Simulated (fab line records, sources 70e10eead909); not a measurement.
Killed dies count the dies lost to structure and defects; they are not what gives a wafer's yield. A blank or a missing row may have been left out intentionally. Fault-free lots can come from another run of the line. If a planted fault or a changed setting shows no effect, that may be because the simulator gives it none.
Matching of chambers | flow nandHarc | 3 sister chambers for NHARC_P_GATE_DEP_103 on pecvd-01
The step deposits SiON, target thk 30 nm. 6 wafers are shown with their chamber, then 7 later ones without.

## WAFERS PAIRED WITH THEIR CHAMBERS
wafer  | chamber | heaterPowerW (W) | heaterPowerOuterW (W)
L117.4 | 1       | 723              | 416
L121.4 | 2       | 915              | 488
L120.4 | 0       | 630              | 360
L120.5 | 1       | 880              | 530
L122.1 | 0       | 566              | 294
L122.2 | 2       | 756              | 402

## WAFERS MISSING THEIR CHAMBER
wafer  | heaterPowerW (W) | heaterPowerOuterW (W)
L122.3 | 777              | 450
L123.3 | 845              | 520
L123.4 | 865              | 509
L123.5 | 908              | 505
L124.3 | 866              | 507
L124.4 | 624              | 351
L124.6 | 861              | 515

## WHICH CHAMBER EACH WENT THROUGH
wafer  | from the rows above     | in truth
L122.3 | can't be placed: 1 or 2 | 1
L123.3 | can't be placed: 1 or 2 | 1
L123.4 | can't be placed: 1 or 2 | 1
L123.5 | can't be placed: 2 or 1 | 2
L124.3 | can't be placed: 1 or 2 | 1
L124.4 | 0                       | 0
L124.6 | can't be placed: 1 or 2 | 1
Placed correctly: 1 of 7. Not placeable from these rows: 6 (in 6, the candidates include the true chamber). Number placed wrongly: 0.
How it was worked out, from the rows above alone: a wafer's distance from a chamber is the root of the sum, over the readings, of the square of ((its reading less the chamber's mean) divided by the reading's scatter). The wafer belongs to the nearest chamber; if the next one is less than 2 further off, it can't be placed. Each chamber's mean is taken over the wafers shown for it. The scatter: the root of (the sum of the squares of (reading less its chamber's mean) over the shown wafers, divided by (wafers less chambers)).
